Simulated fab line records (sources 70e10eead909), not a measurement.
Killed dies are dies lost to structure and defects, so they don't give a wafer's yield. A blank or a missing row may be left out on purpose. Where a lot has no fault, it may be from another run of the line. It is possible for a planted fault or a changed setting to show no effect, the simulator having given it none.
Which tool was responsible? | flow nand harc | 12 lots with 36 wafers sampled at 5 steps, on a route of 1159 steps

== WHAT THE GAUGES READ, wafer by wafer ==
NHARC_END_SORT_01.
lot  | measured     | on        | killed at array | killed at other | killed at periphery | killed dies | killed open | killed short
L196 | day 23 02:01 | prober-01 | 105 121 118     | 3 4 3           | 5 2 4               | 113 127 125 | 2 3 5       | 2 1 5
L198 | day 23 13:19 | prober-01 | 115 116 113     | 1 1 0           | 4 1 1               | 120 118 114 | 3 1 2       | 6 2 1

== WHAT TOOL EACH LOT RAN ON (gives the tool, then ch and the chambers of the sampled wafers, and finally the start) ==
lot  | NHARC_A_STAIRCASE_ETCH_15          | NHARC_A_M1_ETCH_28                            | NHARC_A_BONDPAD_PRE_CLEAN_26            | NHARC_A_BONDPAD_CMP_19
L183 | rie diel-04 ch 0,2,3, day 11 06:02 | rie diel-05 ch 1,2,3, day 18 08:10 or earlier | pvd sputter-02, day 18 08:10 or earlier | cmp-01 ch 0,2,3, day 18 08:10
L182 | rie diel-12 ch 1,2,3, day 11 12:53 | rie diel-09 ch 0,2,3, day 18 08:56 or earlier | pvd sputter-02, day 18 08:56 or earlier | cmp-02 ch 0,1,2, day 18 08:56
L185 | rie diel-04 ch 1,2,3, day 11 22:28 | rie diel-05 ch 1,2,3, day 19 10:11 or earlier | pvd sputter-03, day 19 10:11 or earlier | cmp-03 ch 0,1, day 19 10:11
L188 | rie diel-08 ch 0,1,3, day 12 08:27 | rie diel-10 ch 0,1,2, day 20 00:51 or earlier | pvd sputter-03, day 20 00:51 or earlier | cmp-02 ch 0,1,2, day 20 00:51
L195 | rie diel-12 ch 0,2,3, day 14 04:08 | rie diel-10 ch 0,1,2, day 21 01:59 or earlier | pvd sputter-01, day 21 01:59 or earlier | cmp-03 ch 0,3, day 21 01:59
L196 | rie diel-08 ch 0,1,3, day 14 17:05 | rie diel-05 ch 0,2,3, day 21 21:32 or earlier | pvd sputter-02, day 21 21:32 or earlier | cmp-03 ch 1,3, day 21 21:32
L199 | rie diel-04 ch 0,3, day 15 00:25   | rie diel-10 ch 0,2,3, day 22 12:54 or earlier | pvd sputter-02, day 22 12:54 or earlier | cmp-01 ch 0,1,3, day 22 12:54
L198 | rie diel-08 ch 2,3, day 15 07:48   | rie diel-09 ch 1,2,3, day 22 03:46 or earlier | pvd sputter-03, day 22 03:46 or earlier | cmp-01 ch 0,1,2, day 22 03:46
L202 | rie diel-12 ch 0,1,2, day 16 00:14 | rie diel-09 ch 1,2,3, day 24 02:01 or earlier | pvd sputter-03, day 24 02:01 or earlier | cmp-02 ch 0,1,3, day 24 02:01
L201 | rie diel-04 ch 0,2,3, day 16 02:43 | rie diel-05 ch 0,3, day 23 14:52 or earlier   | pvd sputter-02, day 23 14:52 or earlier | cmp-03 ch 0,1,2, day 23 14:52
L204 | rie diel-12 ch 0,1,3, day 16 15:10 | rie diel-09 ch 0,3, day 24 02:38 or earlier   | pvd sputter-02, day 24 02:38 or earlier | cmp-03 ch 2,3, day 24 02:38
L203 | rie diel-04 ch 0,1,3, day 16 15:26 | rie diel-05 ch 0,3, day 24 01:27 or earlier   | pvd sputter-02, day 24 01:27 or earlier | cmp-01 ch 0,1,3, day 24 01:27
- NHARC_A_STAIRCASE_ETCH_15: etches the open film in C4F8/O2, target depth 100 nm, time 40.5 s.
- NHARC_A_M1_ETCH_28: etches the open film in CF4/N2, target depth 30 nm, time 72.99 s.
- NHARC_A_BONDPAD_PRE_CLEAN_26: time 30 s.
- NHARC_A_BONDPAD_CMP_19: polishes, t overpolish 30 s, cu recess touch 16 s, target thk 169.8 nm.

== AS READ BY THE TOOLS THEMSELVES (means over the sampled wafers that have a number; for cases with no such wafer, the mark the record gives instead) ==
NHARC_A_STAIRCASE_ETCH_15.
lot  | tool        | oes product au (a.u.) | rf fwd power W (W) | rf vpp V (V)
L183 | rie diel-04 | 0.939                 | 590.4              | 897
L182 | rie diel-12 | 0.941                 | 593.3              | 901
L185 | rie diel-04 | 0.925                 | 591.5              | 897
L188 | rie diel-08 | 0.957                 | 589.3              | 899
L195 | rie diel-12 | 0.937                 | 590.3              | 899
L196 | rie diel-08 | 0.936                 | 588.9              | 899
L199 | rie diel-04 | 0.956                 | 592.1              | 896
L198 | rie diel-08 | 0.936                 | 592.1              | 901
L202 | rie diel-12 | 0.937                 | 591.3              | 896
L201 | rie diel-04 | 0.948                 | 592.3              | 896
L204 | rie diel-12 | 0.935                 | 592.3              | 896
L203 | rie diel-04 | 0.942                 | 591.9              | 896

NHARC_A_M1_ETCH_28.
lot  | tool        | drypump motor current A (A) | oes product au (a.u.) | rf fwd power W (W) | rf vpp V (V) | showerhead plenum p Torr (Torr) | throttle valve pct (%)
L183 | rie diel-05 | 5.2                         | 0.999                 | 296.4              | 315.1        | 2.69                            | 19.799
L182 | rie diel-09 | 6.1                         | 1.007                 | 296.9              | 317.0        | 2.73                            | 19.789
L185 | rie diel-05 | 5.2                         | 1.005                 | 297.2              | 315.0        | 2.69                            | 19.794
L188 | rie diel-10 | 5.8                         | 1.006                 | 298.6              | 313.6        | 2.64                            | 19.788
L195 | rie diel-10 | 5.8                         | 1.004                 | 298.2              | 314.0        | 2.63                            | 19.789
L196 | rie diel-05 | 5.2                         | 1.001                 | 296.5              | 316.4        | 2.74                            | 19.798
L199 | rie diel-10 | 5.9                         | 1.007                 | 298.3              | 315.2        | 2.68                            | 19.803
L198 | rie diel-09 | 5.9                         | 0.984                 | 296.8              | 315.9        | 2.72                            | 19.788
L202 | rie diel-09 | 5.9                         | 0.989                 | 297.6              | 315.7        | 2.72                            | 19.789
L201 | rie diel-05 | 5.4                         | 1.004                 | 296.5              | 315.4        | 2.71                            | 19.797
L204 | rie diel-09 | 5.8                         | 0.995                 | 297.9              | 315.1        | 2.74                            | 19.797
L203 | rie diel-05 | 5.3                         | 1.013                 | 297.1              | 315.9        | 2.71                            | 19.795

NHARC_A_BONDPAD_PRE_CLEAN_26.
lot  | tool           | heater power w (W)
L183 | pvd sputter-02 | 419
L182 | pvd sputter-02 | 433
L185 | pvd sputter-03 | 417
L188 | pvd sputter-03 | 427
L195 | pvd sputter-01 | 452
L196 | pvd sputter-02 | 430
L199 | pvd sputter-02 | 405
L198 | pvd sputter-03 | 409
L202 | pvd sputter-03 | 434
L201 | pvd sputter-02 | 443
L204 | pvd sputter-02 | 433
L203 | pvd sputter-02 | 409

NHARC_A_BONDPAD_CMP_19.
lot  | tool   | motor current A (A) | overpolish run s (s) | slurry filter dp kPa (kPa) | slurry flow ml min
L183 | cmp-01 | 12.3                | 29.998               | 13.52                      | 150.1
L182 | cmp-02 | 12.5                | 30.004               | 13.58                      | 150.3
L185 | cmp-03 | 12.1                | 30.001               | 13.44                      | 150.1
L188 | cmp-02 | 12.8                | 29.999               | 13.53                      | 149.7
L195 | cmp-03 | 12.8                | 29.998               | 13.61                      | 149.9
L196 | cmp-03 | 13.0                | 29.994               | 13.42                      | 150.0
L199 | cmp-01 | 12.6                | 30.004               | 13.65                      | 150.6
L198 | cmp-01 | 12.3                | 30.006               | 13.46                      | 150.3
L202 | cmp-02 | 12.6                | 30.003               | 13.39                      | 150.1
L201 | cmp-03 | 12.4                | 29.995               | 13.55                      | 150.3
L204 | cmp-03 | 13.4                | 29.994               | 13.62                      | 149.9
L203 | cmp-01 | 12.5                | 30.007               | 13.32                      | 150.3

== THE ANSWER, worked out from the rows above alone ==
Rule: the usual values come from the lots themselves. The widest of any qualifying gaps counts: lots, ordered by their means at a reading, are off when they make up no more than a third of the lots, leave a main group of 4 or more, and stand apart from it by 3 or more times the standard deviation of that group's means. If all means in a main group match to the digits the tables above print for the reading, that group is not used. Also off: a lot with no number at a reading for which 4 or more lots have one. Any other lot the step has rows for is counted as sound. Order of review: gauges by route order, followed by the tools' own readings, for which a lot's mean as printed above is used. The first step at which some lot is off is used, and at that step the reading that is off furthest; a lot without a number counts as furthest.
No lot is off at any reading shown: from this, nothing can be told.

== WHAT THE SIMULATOR PUT IN ==
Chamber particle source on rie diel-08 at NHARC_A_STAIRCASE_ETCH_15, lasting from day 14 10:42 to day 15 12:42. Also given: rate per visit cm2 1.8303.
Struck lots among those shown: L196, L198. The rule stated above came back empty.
